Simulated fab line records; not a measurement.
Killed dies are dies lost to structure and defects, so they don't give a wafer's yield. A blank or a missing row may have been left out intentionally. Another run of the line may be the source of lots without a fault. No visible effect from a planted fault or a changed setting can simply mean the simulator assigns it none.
Comparing a struck lot with a sound one -- flow nand_harc -- 24 steps out of a route of 1302
Sound: the wafers L142.2, L142.4, L142.5. Struck: wafer L145.4 (L145.3, L145.5, from the same lot, were not struck and are left out); the cause is given at the end.
At each step with rows: each side's tool, then ch and its chambers, then its first start. Under that, the readings that differ: sound wafers -- struck wafers -- difference of the means -- sigmas: that difference in standard deviations of wafers without a fault.
alike: readings whose means differ by less than 2 such deviations, and words and numbers that are the same on both sides. not compared: withheld readings, readings that some wafer has no value for, bounds like >300 that may hide the same value, and numbers for which the record gives no deviation and whose values overlap.
Wherever a step has rows on one side only, a row that says differs or no value, or a row with sigmas, the two part there. Numbers that have no deviation but don't overlap get no sigmas and don't part them. A reading that every wafer of one side lacks parts them only if that side has two wafers or more.

NHARC_P_M1_INSPECT_27:
  sound: defect_inspect-02 at day 7 03:17; struck: defect_inspect-02 at day 8 06:43
  alike: raw_defect_count
NHARC_P_M1_PRE_CLEAN_32: time 12 s.
  sound on pecvd-02 ch 0,1, day 7 03:23; struck on pecvd-03 ch 2, day 8 06:48
  alike: heater_power_w
NHARC_P_M1_DEP_33: deposits SiCN, target thk 30 nm.
  sound on pecvd-02 ch 0,1, day 7 03:32; struck on pecvd-03 ch 2, day 8 06:55
  alike: heater_power_w
then, 8 steps without rows for these wafers: NHARC_P_M2_DEP_00 (deposits SiOC, target thk 182.5 nm); NHARC_P_M2_DEHYDRATE_01 (time 120 s); NHARC_P_M2_HMDS_02 (time 30 s); NHARC_P_M2_COAT_34 (time 65 s); NHARC_P_M2_COAT_03 (resist thk 90 nm); NHARC_P_M2_SOFTBAKE_04 (time 55 s); NHARC_P_M2_EBR_05; NHARC_P_M2_EXPOSE_06 (exposes mask P M2, target cd 170 nm).
NHARC_P_M2_PEB_07: peb time 65 s.
  sound on litho_track-04 ch 0, day 7 04:37; struck on litho_track-04 ch 0, day 8 08:02
then, 1 step without rows for these wafers: NHARC_P_M2_DEVELOP_08 (develop time 35 s).
NHARC_P_M2_CD_MEAS_09: target cd 170 nm.
  sound on cd_sem-03 ch 0, day 7 04:41; struck on cd_sem-01 ch 0, day 8 08:07
reading,sound,struck,difference,sigmas
cd_nm (nm),171.5 171.0 170.6,186.1,+15.1,+20
NHARC_P_M2_OVL_MEAS_10: pitch 340 nm.
  sound: overlay-02 at day 7 04:46; struck: overlay-01 at day 8 08:12
  alike: overlay_x_nm, overlay_y_nm
NHARC_P_M2_INSPECT_11:
  sound: defect_inspect-02 at day 7 04:49; struck: defect_inspect-01 at day 8 08:14
  alike: raw_defect_count
NHARC_P_M2_DESCUM_14: chemistry O2, time 3 s.
  sound on rie_diel-13 ch 0,1,2, day 7 04:53; struck on rie_diel-13 ch 0, day 8 08:18
reading,sound,struck,difference,sigmas
throttle_valve_pct (%),11.335 11.307 11.323,11.303,-0.019,-2
model.P_M2.cd_nm (nm),171.6 171.4 169.4,186.5,+15.7,
  alike: chamber_pressure_mTorr, drypump_motor_current_A, oes_product_au, rf_vpp_V, showerhead_plenum_p_Torr
  not compared: rf_hours_counter_h
NHARC_P_M2_ETCH_35: etches the open film in N2/H2, target depth 40 nm, overetch 12 nm, time 43.94 s.
  sound on rie_diel-13 ch 0,2, day 7 04:58; struck on rie_diel-13 ch 2, day 8 08:23
  alike: chamber_pressure_mTorr, drypump_motor_current_A, oes_product_au, rf_vpp_V, showerhead_plenum_p_Torr, throttle_valve_pct
  not compared: rf_hours_counter_h
NHARC_P_M2_ETCH_15: etches the open film in C4F8/Ar, target depth 182.5 nm, time 91.2 s.
  sound on rie_diel-13 ch 0,2; struck on rie_diel-13 ch 3
reading,sound,struck,difference,sigmas
oes_product_au (a.u.),0.941 0.928 0.931,0.997,+0.064,+3
  alike: chamber_pressure_mTorr, rf_vpp_V
  not compared: rf_hours_counter_h
NHARC_P_M2_CD_MEAS_16:
  sound: cd_sem-03 at day 7 05:10; struck: cd_sem-01 at day 8 08:37
reading,sound,struck,difference,sigmas
cd_nm (nm),171.6 171.6 169.4,186.8,+15.9,+13
NHARC_P_M2_STRIP_18: strips in N2/H2.
  sound on rie_diel-07 ch 0,1,3, day 7 05:16; struck on rie_diel-09 ch 2, day 8 08:41
  alike: chamber_pressure_mTorr, drypump_motor_current_A, oes_product_au, rf_vpp_V, showerhead_plenum_p_Torr, throttle_valve_pct
  not compared: rf_hours_counter_h
NHARC_P_M2_ETCH_28: etches the open film in CF4/N2, target depth 30 nm, time 72.99 s.
  sound on rie_diel-07 ch 0,2,3; struck on rie_diel-09 ch 2
reading,sound,struck,difference,sigmas
rf_vpp_V (V),312.5 311.6 314.4,317.4,+4.6,+2
showerhead_plenum_p_Torr (Torr),2.56 2.45 2.57,2.81,+0.28,+3
model.P_M2.cd_nm (nm),171 172.3 168,186.4,+16.0,
  alike: chamber_pressure_mTorr, drypump_motor_current_A, oes_product_au, throttle_valve_pct
  not compared: rf_hours_counter_h
then, 1 step without rows for these wafers: NHARC_P_M2_STRIP_19 (strips in post etch residue remover, time 600 s).
-- break in the record here, with 18 days between the starts of the struck wafers on either side (left off in module P_M2, picked up again in module END, where the first step shown is number 1302 on the route) --
NHARC_END_SORT_01:
  sound on prober-01 ch 0, day 24 23:57; struck on prober-02 ch 0, day 26 08:01
reading,sound,struck,difference,sigmas
sort_bin_2_pct (%),5.6 4.4 4.9,2.1,-2.9,-2
  alike: defect_limited_yield, killed_at_array, killed_at_other, killed_at_periphery, killed_dies, killed_open, killed_short, sort_bin_3_pct, sort_bin_4_pct, sort_n_pass, sort_rim_yield_pct, sort_yield_pct

WHERE THEY PART
First at NHARC_P_M2_CD_MEAS_09; last, within this record, at NHARC_END_SORT_01.

WHY: what the simulator had put in
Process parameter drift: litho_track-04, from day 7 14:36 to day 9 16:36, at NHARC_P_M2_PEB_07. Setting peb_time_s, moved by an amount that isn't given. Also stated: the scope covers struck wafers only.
